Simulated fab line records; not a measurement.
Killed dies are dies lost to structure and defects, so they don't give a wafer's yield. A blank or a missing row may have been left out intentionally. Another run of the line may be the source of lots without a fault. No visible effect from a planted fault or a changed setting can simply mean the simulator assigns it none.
fab line records | flow n5-finfet
[record] lots = 24 wafers = 72 last-day = 18
route steps=1938 shown BEOL_M10@1521 BEOL_M11@1571 BEOL_M12@1602
lots with no fault: from the same line, run without faults
start-h: start of the lot's first displayed wafer, in hours after the record's first day | wait-h: hours since the lot's step before | " repeats the value in the row above | L1.1+2: several wafers, shown together as one row | - no value, or no start was given | * or withheld: withheld | < > ~ a bound
route shown NAME@n: NAME is a module with steps in the file, n the number in the route of the first one | usual: mean/standard deviation taken from wafers without a fault | same: alike in all rows | chamber/n: place in a boat | sites: each site's reading | _std_site: how widely they spread, as a standard deviation | _edge_site: the outer-site mean with the inner-site mean subtracted | radius-mm: for every site, how far away it sits from the centre of the wafer | mask NAME#n: copy n | behind: tool/chamber where the wafer was last shaped | hold: what put the lot on hold/how long, in hours/how the hold closed | device: the transistor (n, p or np) that didn't switch | end of line: at the end of the route, the tests of the same wafers | for a step that has no rows: nothing shown but its recipe | killed: dies lost to structure and defects at the first sort, not the wafer's yield | map: shows each die of a wafer: x if killed, . if not, _ if none is there
set.NAME: setting as actually run; set.NAME@STEP: the setting as run at that earlier step | model.NAME: the simulator's own value behind a step, which no gauge read
a sample of lots followed through the steps of the route, with each step as a table and each wafer as a row
services: a tool's chamber out of use, with start hour (start-h, from the record's first day; less than 0 if before it), hours out, and reason
[[steps]]
[step N5_BEOL_M10_CURE_72]
[recipe] temp-c = 370 time-s = 120 ambient = DMADMS/He material = SiCOH_lowk
[usual] lamp-power-pct = 52.32/0.052 wafer_temp_C_max = 371.9/0.65
// columns lot.wafer tool chamber start-h wait-h lamp-power-pct wafer_temp_C_max
L075.1 uv-cure-03 1 222.38 0.0 52.37 371.4
L075.4 " 1 " " 52.32 371.8
L075.6 " 1 " " 52.34 371.3
L074.2 uv-cure-01 2 225.50 0.1 52.34 371.9
L074.3 " 2 " " 52.30 371.2
L074.4 " 2 " " 52.27 372.3
L077.2 uv-cure-02 1 229.52 0.2 52.23 371.4
L077.4 " 1 " " 52.29 371.4
L077.5 " 1 " " 52.27 371.7
L076.2 uv-cure-03 2 232.40 0.1 52.31 372.9
L076.3 " 2 " " 52.33 373.2
L076.5 " 2 " " 52.24 372.8
L078.2 uv-cure-01 2 255.57 0.1 52.33 371.7
L078.5 " 2 " " 52.40 371.9
L078.6 " 2 " " 52.40 372.9
L079.2 uv-cure-02 1 255.61 0.1 52.30 371.1
L079.4 " 1 " " 52.26 370.9
L079.6 " 1 " " 52.36 371.3
L081.3 uv-cure-03 2 264.67 0.1 52.32 372.3
L081.5 " 2 " " 52.30 372.6
L081.6 " 2 " " 52.32 371.4
L082.1 uv-cure-02 1 273.03 0.0 52.33 372.0
L082.2 " 1 " " 52.28 371.8
L082.3 " 1 " " 52.31 371.9
L080.4 uv-cure-02 1 279.82 0.2 52.27 371.2
L080.5 " 1 " " 52.27 371.5
L080.6 " 1 " " 52.34 371.5
L083.1 uv-cure-03 2 282.40 0.0 52.38 372.0
L083.3 " 2 " " 52.31 373.1
L083.4 " 2 " " 52.28 373.1
L085.2 uv-cure-02 0 291.58 0.1 52.38 372.3
L085.4 " 0 " " 52.37 372.6
L085.6 " 0 " " 52.31 371.7
L086.1 uv-cure-02 2 291.99 0.0 52.31 371.0
L086.2 " 2 " " 52.38 371.4
L086.4 " 2 " " 52.34 371.0
L084.3 uv-cure-01 0 295.36 0.4 52.29 372.9
L084.4 " 0 " " 52.23 371.7
L084.6 " 0 " " 52.33 371.5
L088.2 uv-cure-02 0 299.74 0.1 52.22 372.7
L088.3 " 0 " " 52.33 372.5
L088.6 " 0 " " 52.38 372.4
L087.1 uv-cure-02 1 300.30 0.3 52.27 371.6
L087.3 " 1 " " 52.32 371.0
L087.6 " 1 " " 52.20 371.2
L089.1 uv-cure-01 0 314.51 0.0 52.38 371.4
L089.2 " 0 " " 52.33 371.6
L089.3 " 0 " " 52.26 372.3
L090.1 uv-cure-02 0 314.54 0.0 52.33 372.2
L090.2 " 0 " " 52.31 372.4
L090.3 " 0 " " 52.31 372.7
L092.4 uv-cure-03 0 322.27 0.2 52.29 371.2
L092.5 " 0 " " 52.42 371.9
L092.6 " 0 " " 52.36 371.2
L093.1 uv-cure-01 0 333.88 0.0 52.36 371.9
L093.5 " 0 " " 52.26 371.9
L093.6 " 0 " " 52.37 371.8
L091.1 uv-cure-03 0 334.05 0.0 52.28 371.6
L091.2 " 0 " " 52.27 371.6
L091.6 " 0 " " 52.42 371.5
L094.3 uv-cure-01 0 341.26 0.2 52.36 371.7
L094.4 " 0 " " 52.21 371.3
L094.6 " 0 " " 52.31 371.5
L095.2 uv-cure-03 2 347.85 0.1 52.27 372.4
L095.3 " 2 " " 52.33 372.6
L095.6 " 2 " " 52.34 373.4
L096.1 uv-cure-02 2 356.00 0.3 52.24 371.2
L096.4 " 2 " " 52.38 371.2
L096.6 " 2 " " 52.29 370.9
L097.1 uv-cure-02 0 377.25 0.0 52.34 372.9
L097.2 " 0 " " 52.35 373.4
L097.4 " 0 " " 52.30 371.9
[step N5_BEOL_M10_ALD_74]
[recipe] material = TaN target-thk-a = 20 temp-c = 275 ald-precursor-family = PDMAT ald-co-reactant = NH3 pressure-torr = 3 carrier-flow-sccm = 1500 pulse-time-s = 2 purge-time-s = 3 co-reactant-purge-time-s = 2 co-reactant-pulse-time-s = 3 ald-cycles = 40 precursor-vessel-temp-c = 75 precursor-vessel-pressure-torr = 26.25 precursor-vessel-carrier-sccm = 1000
[usual] heater-power-w = 426/36
// columns lot.wafer tool chamber start-h wait-h heater-power-w
L075.1 ald-metal-03 1 222.89 0.0 434
L075.4 " 2 " " 505
L075.6 " 2 " " 526
L074.2 ald-metal-03 1 225.98 0.1 448
L074.3 " 2 " " 513
L074.4 " 0 " " 411
L077.2 ald-metal-03 0 230.65 0.1 409
L077.4 " 1 " " 440
L077.5 " 3 " " 414
L076.2 ald-metal-02 2 233.24 0.0 449
L076.3 " 1 " " 422
L076.5 " 3 " " 436
L078.2 ald-metal-01 1 256.34 0.1 405
L078.5 " 2 " " 412
L078.6 " 1 " " 395
L079.2 ald-metal-02 0 256.42 0.1 442
L079.4 " 3 " " 416
L079.6 " 2 " " 463
L081.3 ald-metal-01 2 265.13 0.1 417
L081.5 " 3 " " 356
L081.6 " 2 " " 418
L082.1 ald-metal-01 0 273.55 0.1 401
L082.2 " 2 " " 419
L082.3 " 3 " " 367
L080.4 ald-metal-02 2 282.07 0.3 453
L080.5 " 1 " " 411
L080.6 " 3 " " 421
L083.1 ald-metal-01 0 283.23 0.3 387
L083.3 " 2 " " 436
L083.4 " 3 " " 352
L085.2 ald-metal-03 0 292.02 0.1 413
L085.4 " 2 " " 521
L085.6 " 3 " " 416
L086.1 ald-metal-01 1 292.69 0.0 398
L086.2 " 2 " " 424
L086.4 " 0 " " 395
L084.3 ald-metal-03 1 295.85 0.0 451
L084.4 " 2 " " 509
L084.6 " 0 " " 413
L088.2 ald-metal-02 1 300.38 0.1 410
L088.3 " 2 " " 453
L088.6 " 2 " " 456
L087.1 ald-metal-03 0 301.28 0.0 415
L087.3 " 2 " " 515
L087.6 " 2 " " 520
L089.1 ald-metal-03 0 314.98 0.1 405
L089.2 " 3 " " 407
L089.3 " 1 " " 438
L090.1 ald-metal-02 1 315.07 0.1 408
L090.2 " 0 " " 445
L090.3 " 2 " " 456
L092.4 ald-metal-02 0 322.61 0.0 438
L092.5 " 0 " " 443
L092.6 " 1 " " 408
L093.1 ald-metal-01 3 334.76 0.0 349
L093.5 " 0 " " 389
L093.6 " 1 " " 396
L091.1 ald-metal-02 3 334.83 0.0 415
L091.2 " 2 " " 453
L091.6 " 0 " " 441
L094.3 ald-metal-02 3 341.86 0.1 420
L094.4 " 0 " " 453
L094.6 " 2 " " 444
L095.2 ald-metal-01 3 348.45 0.0 358
L095.3 " 0 " " 395
L095.6 " 2 " " 423
L096.1 ald-metal-02 0 356.57 0.1 445
L096.4 " 0 " " 451
L096.6 " 2 " " 451
L097.1 ald-metal-03 1 379.97 0.0 443
L097.2 " 2 " " 514
L097.4 " 3 " " 418
[step N5_BEOL_M11_DESCUM_33]
[recipe] chemistry = O2 time-s = 7.9 source-power-w = 50 bias-power-w = 20 pressure-mtorr = 20 rf-frequency-hz = 2.712e+07 temp-c = 40 resist = CAR-ArF o2-flow-sccm = 225
[usual] drypump-motor-current-A = 5.7/0.31 oes-product-au = 0.79/0.088 rf-vpp-V = 243.5/0.96 showerhead-plenum-p-Torr = 2.12/0.042 temp-c = 40.00/0.11 throttle-valve-pct = 20.40/0.21
// columns lot.wafer tool chamber start-h wait-h drypump-motor-current-A oes-product-au rf-hours-counter-h rf-vpp-V showerhead-plenum-p-Torr temp-c throttle-valve-pct
L074.2 rie-diel-01 3 231.79 0.0 5.7 0.73 215 245.1 2.14 40.03 20.08
L074.3 " 0 " " 6.1 0.85 31 244.6 2.16 40.03 20.54
L074.4 " 2 " " 5.3 0.66 248 243.4 2.07 40.12 20.45
L075.1 rie-diel-06 1 231.83 0.0 5.3 0.95 13 245.0 2.14 40.11 20.00
L075.4 " 3 " " 5.3 0.82 94 243.1 2.03 39.81 20.42
L075.6 " 3 " " 5.3 0.82 - 241.9 2.03 39.96 20.43
L077.2 rie-diel-05 2 236.32 0.7 5.5 0.83 69 242.7 2.11 39.85 20.33
L077.4 " 1 " " 5.3 0.79 104 242.1 2.11 39.83 20.24
L077.5 " 1 " " 5.3 0.79 - 244.1 2.11 39.92 20.25
L076.2 rie-diel-05 1 238.52 0.0 5.3 0.79 104 243.3 2.11 40.26 20.24
L076.3 " 0 " " 6.0 0.74 183 245.5 2.17 39.94 20.30
L076.5 " 3 " " 5.6 0.67 - 243.0 2.07 39.99 20.72
L078.2 rie-diel-01 0 263.98 0.2 6.1 0.84 44 242.1 2.15 40.05 20.56
L078.5 " 1 " " 5.9 0.98 - 243.7 2.17 40.03 20.64
L078.6 " 3 " " 5.7 0.73 - 243.8 2.13 39.99 20.10
L079.2 rie-diel-01 3 265.55 0.2 5.8 0.72 228 243.9 2.13 39.95 20.10
L079.4 " 0 " " 6.1 0.84 - 243.2 2.15 40.02 20.59
L079.6 " 1 " " 6.0 0.97 - 243.9 2.17 40.19 20.63
L081.3 rie-diel-01 0 270.48 0.0 6.1 0.84 47 243.5 2.15 40.20 20.57
L081.5 " 1 " " 5.9 0.95 - 243.7 2.17 40.17 20.64
L081.6 " 3 " " 5.7 0.72 - 243.7 2.13 39.87 20.11
L082.1 rie-diel-05 2 279.89 0.0 5.5 0.81 81 245.1 2.10 39.93 20.33
L082.2 " 1 " " 5.2 0.77 116 243.5 2.11 40.12 20.26
L082.3 " 3 " " 5.5 0.68 243 242.3 2.06 40.10 20.74
L080.4 rie-diel-05 0 287.27 0.0 6.0 0.73 196 245.2 2.17 40.09 20.34
L080.5 " 0 " " 6.1 0.73 - 243.7 2.17 40.26 20.33
L080.6 " 1 " " 5.3 0.78 - 244.1 2.10 39.98 20.28
L083.1 rie-diel-05 1 290.24 0.0 5.3 0.77 119 244.1 2.10 40.16 20.26
L083.3 " 3 " " 5.5 0.67 247 240.6 2.06 39.95 20.73
L083.4 " 2 " " 5.6 0.81 84 242.7 2.10 40.02 20.34
L086.1 rie-diel-01 1 299.03 0.1 6.0 0.92 16 245.2 2.17 40.02 20.65
L086.2 " 0 " " 6.1 0.82 56 243.5 2.15 40.03 20.59
L086.4 " 3 " " 5.8 0.72 239 244.1 2.13 39.82 20.13
L085.2 rie-diel-06 3 299.28 0.2 5.3 0.80 113 243.7 2.02 40.03 20.44
L085.4 " 1 " " 5.3 0.89 31 243.8 2.13 40.09 20.04
L085.6 " 1 " " 5.3 0.90 - 242.9 2.13 40.10 20.06
L084.3 rie-diel-01 3 301.61 0.1 5.7 0.72 240 243.7 2.13 39.81 20.13
L084.4 " 1 " " 6.0 0.92 16 242.9 2.17 40.11 20.65
L084.6 " 3 " " 5.7 0.71 - 244.0 2.13 40.00 20.13
L087.1 rie-diel-06 0 307.55 0.0 5.8 0.69 212 244.8 2.13 39.75 20.38
L087.3 " 1 " " 5.3 0.89 33 245.0 2.13 39.91 20.05
L087.6 " 2 " " 5.6 0.69 - 242.1 2.07 40.23 20.64
L088.2 rie-diel-01 0 307.72 0.0 6.1 0.81 60 244.1 2.14 39.95 20.59
L088.3 " 2 " " 5.3 0.95 10 242.7 2.07 39.86 20.22
L088.6 " 3 " " 5.7 0.71 - 244.6 2.13 39.97 20.14
L089.1 rie-diel-06 1 319.36 0.0 5.3 0.88 36 244.3 2.13 40.10 20.05
L089.2 " 3 " " 5.3 0.79 119 241.8 2.02 40.08 20.48
L089.3 " 0 " " 5.8 0.69 215 244.9 2.13 39.86 20.37
L090.1 rie-diel-05 0 319.66 0.0 6.0 0.72 208 245.0 2.16 40.03 20.34
L090.2 " 2 " " 5.6 0.80 95 243.8 2.10 40.00 20.35
L090.3 " 3 " " 5.5 0.97 2 244.3 2.06 39.97 20.33
L092.4 rie-diel-05 2 329.65 0.0 5.5 0.79 98 243.9 2.10 39.90 20.35
L092.5 " 1 " " 5.3 0.76 - 242.5 2.10 40.05 20.29
L092.6 " 2 " " 5.6 0.80 - 243.1 2.10 39.77 20.36
L091.1 rie-diel-01 2 340.78 0.3 5.3 0.91 24 242.5 2.06 39.92 20.25
L091.2 " 0 " " 6.1 0.79 72 244.1 2.14 39.94 20.61
L091.6 " 1 " " 5.9 0.89 - 243.1 2.16 40.15 20.67
L093.1 rie-diel-01 2 341.25 0.6 5.3 0.90 24 242.6 2.06 40.01 20.24
L093.5 " 2 " " 5.3 0.91 - 243.0 2.06 40.12 20.25
L093.6 " 0 " " 6.1 0.78 - 244.2 2.14 39.89 20.63
L094.3 rie-diel-05 1 348.25 0.2 5.3 0.76 142 243.1 2.10 40.15 20.31
L094.4 " 3 " " 5.5 0.93 13 242.9 2.06 39.93 20.37
L094.6 " 0 " " 6.0 0.72 - 244.7 2.16 39.87 20.37
L095.2 rie-diel-05 3 355.04 0.0 5.5 0.92 15 242.1 2.06 39.93 20.36
L095.3 " 1 " " 5.3 0.75 143 243.2 2.10 39.87 20.31
L095.6 " 1 " " 5.3 0.75 - 245.3 2.10 39.88 20.31
L096.1 rie-diel-01 2 364.80 0.2 5.3 0.89 34 241.1 2.06 40.08 20.26
L096.4 " 3 " " 5.7 0.98 4 242.4 2.12 40.08 19.75
L096.6 " 1 " " 6.0 0.87 - 243.8 2.16 40.01 20.68
L097.1 rie-diel-05 3 385.76 0.1 5.5 0.89 24 242.4 2.05 40.10 20.39
L097.2 " 2 " " 5.6 0.77 118 242.7 2.09 40.02 20.39
L097.4 " 0 " " 6.0 0.70 230 243.5 2.16 40.19 20.39
[step N5_BEOL_M11_ETCH_65]
[recipe] chemistry = CF4 target = SiARC target-depth-a = 390 mask-material = CAR-ArF time-s = 65 ion-energy-ev = 80 pressure-mtorr = 40 source-w = 545 bias-w = 36 Ar_flow_sccm = 100 cf4-flow-sccm = 100 ends = cleared
[usual] drypump-motor-current-A = 5.7/0.31 etch-rf-on-time-s = 64.6/1.4 oes-product-au = 0.68/0.076 rf-vpp-V = 184.4/0.94 showerhead-plenum-p-Torr = 2.16/0.043 throttle-valve-pct = 15.57/0.16
// columns lot.wafer tool chamber start-h wait-h drypump-motor-current-A etch-rf-on-time-s oes-product-au rf-hours-counter-h rf-vpp-V showerhead-plenum-p-Torr throttle-valve-pct
L074.2 rie-diel-01 3 231.82 0.0 5.7 65.3 0.62 215 185.0 2.21 15.48
L074.3 " 0 " " 6.1 65.8 0.74 31 184.9 2.18 15.52
L074.4 " 2 " " 5.2 64.3 0.57 248 184.2 2.11 15.67
L075.1 rie-diel-06 1 231.87 0.0 5.3 66.8 0.79 13 186.1 2.20 15.32
L075.4 " 3 " " 5.3 63.6 0.71 94 183.1 2.08 15.59
L075.6 " 3 " " 5.3 63.5 0.70 - 183.7 2.08 15.59
L077.2 rie-diel-05 2 236.36 0.0 5.6 64.7 0.71 69 186.0 2.17 15.58
L077.4 " 1 " " 5.3 63.7 0.69 104 184.1 2.14 15.37
L077.5 " 1 " " 5.2 63.7 0.68 - 184.3 2.14 15.39
L076.2 rie-diel-05 1 238.56 0.0 5.2 63.2 0.69 104 184.1 2.14 15.39
L076.3 " 0 " " 6.1 64.3 0.62 183 186.1 2.23 15.58
L076.5 " 3 " " 5.5 66.0 0.58 - 183.5 2.11 15.91
L078.2 rie-diel-01 0 264.02 0.0 6.1 65.0 0.73 44 183.8 2.17 15.56
L078.5 " 1 " " 5.9 62.0 0.85 - 184.7 2.19 15.56
L078.6 " 3 " " 5.8 64.6 0.62 - 185.2 2.20 15.50
L079.2 rie-diel-01 3 265.59 0.0 5.8 64.2 0.62 228 186.3 2.20 15.51
L079.4 " 0 " " 6.1 65.2 0.72 - 184.4 2.17 15.57
L079.6 " 1 " " 5.9 63.0 0.82 - 185.9 2.19 15.58
L081.3 rie-diel-01 0 270.52 0.0 6.1 65.4 0.72 47 184.2 2.17 15.58
L081.5 " 1 " " 6.0 62.3 0.82 - 185.3 2.19 15.56
L081.6 " 3 " " 5.7 64.7 0.62 - 184.4 2.20 15.50
L082.1 rie-diel-05 2 279.93 0.0 5.5 64.6 0.70 81 184.0 2.17 15.60
L082.2 " 1 " " 5.3 63.4 0.68 116 184.1 2.14 15.39
L082.3 " 3 " " 5.5 65.9 0.58 243 183.1 2.11 15.93
L080.4 rie-diel-05 0 287.30 0.0 6.0 64.7 0.62 196 185.6 2.23 15.59
L080.5 " 0 " " 6.0 64.6 0.62 - 184.4 2.23 15.60
L080.6 " 1 " " 5.3 63.9 0.68 - 183.4 2.14 15.41
L083.1 rie-diel-05 1 290.28 0.0 5.3 63.2 0.68 119 184.2 2.14 15.38
L083.3 " 3 " " 5.6 65.7 0.58 247 184.1 2.11 15.94
L083.4 " 2 " " 5.6 63.8 0.70 84 184.0 2.16 15.61
L086.1 rie-diel-01 1 299.06 0.0 5.9 62.8 0.80 16 185.3 2.18 15.59
L086.2 " 0 " " 6.1 65.8 0.70 56 183.4 2.17 15.58
L086.4 " 3 " " 5.8 64.4 0.61 239 183.7 2.20 15.52
L085.2 rie-diel-06 3 299.32 0.0 5.3 64.0 0.68 113 183.2 2.07 15.62
L085.4 " 1 " " 5.3 65.6 0.75 31 184.8 2.20 15.34
L085.6 " 1 " " 5.3 65.9 0.75 - 184.6 2.20 15.35
L084.3 rie-diel-01 3 301.64 0.0 5.8 64.3 0.61 240 185.0 2.20 15.53
L084.4 " 1 " " 6.0 63.7 0.79 16 185.1 2.18 15.59
L084.6 " 3 " " 5.8 65.0 0.61 - 184.4 2.20 15.55
L087.1 rie-diel-06 0 307.58 0.0 5.8 67.6 0.59 212 185.6 2.21 15.76
L087.3 " 1 " " 5.3 66.2 0.75 33 184.4 2.20 15.34
L087.6 " 2 " " 5.6 65.7 0.59 - 184.4 2.11 15.85
L088.2 rie-diel-01 0 307.75 0.0 6.1 66.1 0.70 60 184.7 2.17 15.59
L088.3 " 2 " " 5.3 64.2 0.81 10 183.1 2.11 15.24
L088.6 " 3 " " 5.7 64.2 0.61 - 184.3 2.20 15.54
L089.1 rie-diel-06 1 319.39 0.0 5.3 67.0 0.74 36 182.8 2.20 15.34
L089.2 " 3 " " 5.3 63.4 0.68 119 181.9 2.07 15.62
L089.3 " 0 " " 5.8 67.8 0.59 215 184.2 2.20 15.78
L090.1 rie-diel-05 0 319.69 0.0 6.0 65.0 0.61 208 184.0 2.22 15.62
L090.2 " 2 " " 5.5 64.9 0.69 95 184.9 2.16 15.63
L090.3 " 3 " " 5.5 64.0 0.82 2 182.5 2.11 15.46
L092.4 rie-diel-05 2 329.69 0.0 5.6 64.8 0.69 98 185.7 2.16 15.62
L092.5 " 1 " " 5.2 63.3 0.67 - 185.5 2.13 15.43
L092.6 " 2 " " 5.5 64.3 0.69 - 184.2 2.16 15.62
L091.1 rie-diel-01 2 340.82 0.0 5.3 63.8 0.78 24 185.7 2.10 15.29
L091.2 " 0 " " 6.1 66.8 0.68 72 185.3 2.16 15.61
L091.6 " 1 " " 6.0 63.4 0.77 - 184.3 2.18 15.63
L093.1 rie-diel-01 2 341.28 0.0 5.3 64.1 0.78 24 182.9 2.10 15.28
L093.5 " 2 " " 5.3 64.4 0.79 - 183.7 2.10 15.29
L093.6 " 0 " " 6.0 66.7 0.69 - 185.2 2.16 15.60
L094.3 rie-diel-05 1 348.29 0.0 5.3 63.2 0.65 142 184.7 2.13 15.41
L094.4 " 3 " " 5.6 63.0 0.79 13 183.9 2.10 15.46
L094.6 " 0 " " 6.1 64.2 0.61 - 183.3 2.22 15.64
L095.2 rie-diel-05 3 355.08 0.0 5.6 61.7 0.79 15 183.6 2.10 15.49
L095.3 " 1 " " 5.3 62.6 0.66 143 184.9 2.13 15.45
L095.6 " 1 " " 5.3 62.3 0.66 - 183.8 2.13 15.45
L096.1 rie-diel-01 2 364.83 0.0 5.3 65.3 0.76 34 182.6 2.10 15.32
L096.4 " 3 " " 5.8 63.3 0.83 4 186.8 2.19 15.08
L096.6 " 1 " " 6.0 63.6 0.75 - 184.2 2.18 15.65
L097.1 rie-diel-05 3 385.79 0.0 5.5 62.0 0.78 24 183.1 2.10 15.49
L097.2 " 2 " " 5.6 63.8 0.67 118 183.1 2.15 15.66
L097.4 " 0 " " 6.0 64.3 0.60 230 184.0 2.21 15.66
[step N5_BEOL_M11_INSPECT_58]
[recipe] inspect-instrument = darkfield mode = post-dep
[usual] raw-defect-count = 73/22
// columns lot.wafer tool chamber start-h wait-h raw-defect-count
L074.2 defect-inspect-02 - 235.42 0.0 54
L074.3 " - " " 39
L074.4 " - " " 44
L075.1 defect-inspect-02 - 235.52 0.0 63
L075.4 " - " " 58
L075.6 " - " " 78
L077.2 defect-inspect-02 - 241.17 0.0 65
L077.4 " - " " 57
L077.5 " - " " 67
L076.2 defect-inspect-02 - 242.01 0.0 52
L076.3 " - " " 62
L076.5 " - " " 71
L078.2 defect-inspect-01 - 267.77 0.0 78
L078.5 " - " " 43
L078.6 " - " " 44
L079.2 defect-inspect-01 - 269.66 0.0 118
L079.4 " - " " 83
L079.6 " - " " 66
L081.3 defect-inspect-02 - 275.46 0.0 59
L081.5 " - " " 106
L081.6 " - " " 88
L082.1 defect-inspect-01 - 283.76 0.0 28
L082.2 " - " " 46
L082.3 " - " " 60
L080.4 defect-inspect-02 - 290.23 0.0 75
L080.5 " - " " 65
L080.6 " - " " 72
L083.1 defect-inspect-02 - 293.92 0.0 122
L083.3 " - " " 110
L083.4 " - " " 85
L086.1 defect-inspect-01 - 302.32 0.0 52
L086.2 " - " " 79
L086.4 " - " " 86
L085.2 defect-inspect-01 - 302.55 0.0 94
L085.4 " - " " 67
L085.6 " - " " 89
L084.3 defect-inspect-02 - 306.07 0.0 67
L084.4 " - " " 82
L084.6 " - " " 95
L087.1 defect-inspect-01 - 310.77 0.0 51
L087.3 " - " " 82
L087.6 " - " " 95
L088.2 defect-inspect-01 - 311.40 0.0 122
L088.3 " - " " 87
L088.6 " - " " 70
L089.1 defect-inspect-01 - 323.41 0.0 51
L089.2 " - " " 52
L089.3 " - " " 55
L090.1 defect-inspect-02 - 323.71 0.0 122
L090.2 " - " " 49
L090.3 " - " " 76
L092.4 defect-inspect-01 - 334.35 0.0 93
L092.5 " - " " 61
L092.6 " - " " 128
L091.1 defect-inspect-01 - 344.09 0.0 83
L091.2 " - " " 71
L091.6 " - " " 69
L093.1 defect-inspect-02 - 344.78 0.0 48
L093.5 " - " " 54
L093.6 " - " " 80
L094.3 defect-inspect-01 - 352.30 0.0 34
L094.4 " - " " 60
L094.6 " - " " 48
L095.2 defect-inspect-01 - 359.13 0.0 65
L095.3 " - " " 70
L095.6 " - " " 60
L096.1 defect-inspect-02 - 368.59 0.0 51
L096.4 " - " " 61
L096.6 " - " " 66
L097.1 defect-inspect-01 - 390.17 0.0 62
L097.2 " - " " 72
L097.4 " - " " 86
[step N5_BEOL_M12_ILD_DEP_00]
[recipe] material = SiOC target-thk-a = 6589.2 temp-c = 350 precursor = DEMS/O2 pressure-torr = 5 rf-w = 500 time-s = 130.7
[usual] heater-power-w = 466/55 showerhead-plenum-p-Torr = 5.696/0.016 throttle-valve-pct = 12.0/0.7
// columns lot.wafer tool chamber start-h wait-h heater-power-w showerhead-plenum-p-Torr throttle-valve-pct
L074.2 pecvd-03 2 235.46 0.0 492 5.697 11.1
L074.3 " 0 " " 449 5.684 12.1
L074.4 " 1 " " 492 5.713 11.6
L075.1 pecvd-04 0 235.56 0.0 511 5.672 11.6
L075.4 " 0 " " 532 5.671 11.7
L075.6 " 1 " " 437 5.685 11.5
L077.2 pecvd-01 1 241.21 0.0 454 5.695 13.2
L077.4 " 0 " " 452 5.708 11.9
L077.5 " 0 " " 492 5.721 11.6
L076.2 pecvd-01 1 242.04 0.0 434 5.707 13.1
L076.3 " 1 " " 447 5.731 13.6
L076.5 " 0 " " 444 5.711 11.7
L078.2 pecvd-01 1 267.81 0.0 434 5.712 13.1
L078.5 " 1 " " 461 5.711 13.1
L078.6 " 0 " " 484 5.723 11.9
L079.2 pecvd-03 0 269.69 0.0 508 5.694 12.1
L079.4 " 1 " " 503 5.713 11.4
L079.6 " 1 " " 531 5.709 11.6
L081.3 pecvd-04 1 275.50 0.0 502 5.678 11.6
L081.5 " 0 " " 556 5.679 11.7
L081.6 " 1 " " 506 5.687 11.7
L082.1 pecvd-01 1 283.79 0.0 459 5.720 13.2
L082.2 " 0 " " 517 5.730 11.7
L082.3 " 2 " " 425 5.715 11.8
L080.4 pecvd-04 1 290.31 0.1 503 5.688 11.5
L080.5 " 2 " " 334 5.690 12.8
L080.6 " 0 " " 560 5.692 11.5
L083.1 pecvd-03 2 293.96 0.0 492 5.691 11.2
L083.3 " 0 " " 476 5.704 12.2
L083.4 " 2 " " 509 5.703 11.3
L086.1 pecvd-04 2 302.36 0.0 350 5.685 12.6
L086.2 " 0 " " 479 5.687 11.5
L086.4 " 0 " " 505 5.687 11.4
L085.2 pecvd-04 1 302.58 0.0 448 5.688 11.6
L085.4 " 1 " " 475 5.683 11.6
L085.6 " 0 " " 523 5.666 11.6
L084.3 pecvd-03 1 306.10 0.0 456 5.718 11.8
L084.4 " 2 " " 506 5.701 11.1
L084.6 " 1 " " 490 5.720 11.4
L087.1 pecvd-01 0 310.81 0.0 447 5.715 11.8
L087.3 " 2 " " 396 5.721 11.8
L087.6 " 1 " " 472 5.713 13.3
L088.2 pecvd-03 1 311.43 0.0 491 5.724 11.8
L088.3 " 0 " " 520 5.682 12.3
L088.6 " 2 " " 427 5.696 11.2
L089.1 pecvd-04 2 323.45 0.0 333 5.687 12.7
L089.2 " 1 " " 505 5.687 11.7
L089.3 " 0 " " 461 5.682 11.7
L090.1 pecvd-04 0 323.74 0.0 487 5.707 11.4
L090.2 " 1 " " 485 5.680 11.4
L090.3 " 2 " " 386 5.673 12.4
L092.4 pecvd-01 0 334.43 0.1 464 5.723 11.8
L092.5 " 2 " " 426 5.685 11.5
L092.6 " 1 " " 390 5.705 13.3
L091.1 pecvd-01 2 344.13 0.0 437 5.696 11.9
L091.2 " 1 " " 439 5.706 13.4
L091.6 " 1 " " 472 5.710 13.4
L093.1 pecvd-01 1 344.82 0.0 397 5.693 13.3
L093.5 " 2 " " 385 5.689 11.5
L093.6 " 1 " " 456 5.708 13.1
L094.3 pecvd-04 2 352.38 0.1 386 5.688 12.9
L094.4 " 0 " " 511 5.684 11.4
L094.6 " 2 " " 397 5.670 12.9
L095.2 pecvd-04 0 359.16 0.0 558 5.681 11.5
L095.3 " 2 " " 402 5.682 12.9
L095.6 " 0 " " 503 5.696 11.5
L096.1 pecvd-03 0 368.63 0.0 516 5.695 12.2
L096.4 " 0 " " 448 5.682 11.8
L096.6 " 2 " " 504 5.683 11.3
L097.1 pecvd-04 2 390.21 0.0 361 5.675 13.2
L097.2 " 0 " " 526 5.696 11.8
L097.4 " 1 " " 474 5.687 10.1
[[services]]
// columns tool chamber start-h hours kind
uv-cure-01 - 202.40 0.3 repair
uv-cure-03 - 202.90 12.5 repair
pecvd-01 0 207.72 6.4 repair
uv-cure-01 - 227.77 2.8 pm
uv-cure-02 - 231.73 3.9 repair
rie-diel-01 1 239.29 - clean
rie-diel-01 1 239.29 - consumable-replace:focus-ring
rie-diel-01 1 239.29 17.8 scheduled-down
pecvd-04 - 252.22 14.6 pm
uv-cure-03 - 269.42 7.5 pm
rie-diel-06 0 274.36 3.1 repair
ald-metal-01 - 279.23 2.8 pm
ald-metal-02 0 281.63 3.5 repair
uv-cure-02 - 284.96 2.9 repair
rie-diel-06 3 294.02 4.3 repair
ald-metal-02 1 328.48 48.2 repair
pecvd-01 - 329.86 1.7 repair
rie-diel-06 - 331.77 14.6 pm
uv-cure-02 - 332.01 5.0 pm
uv-cure-02 - 340.04 0.8 repair
pecvd-04 1 341.19 4.1 repair
ald-metal-02 - 346.50 6.0 pm
uv-cure-03 - 372.83 0.7 repair
uv-cure-03 - 381.07 7.5 pm
[[key]]
fault none
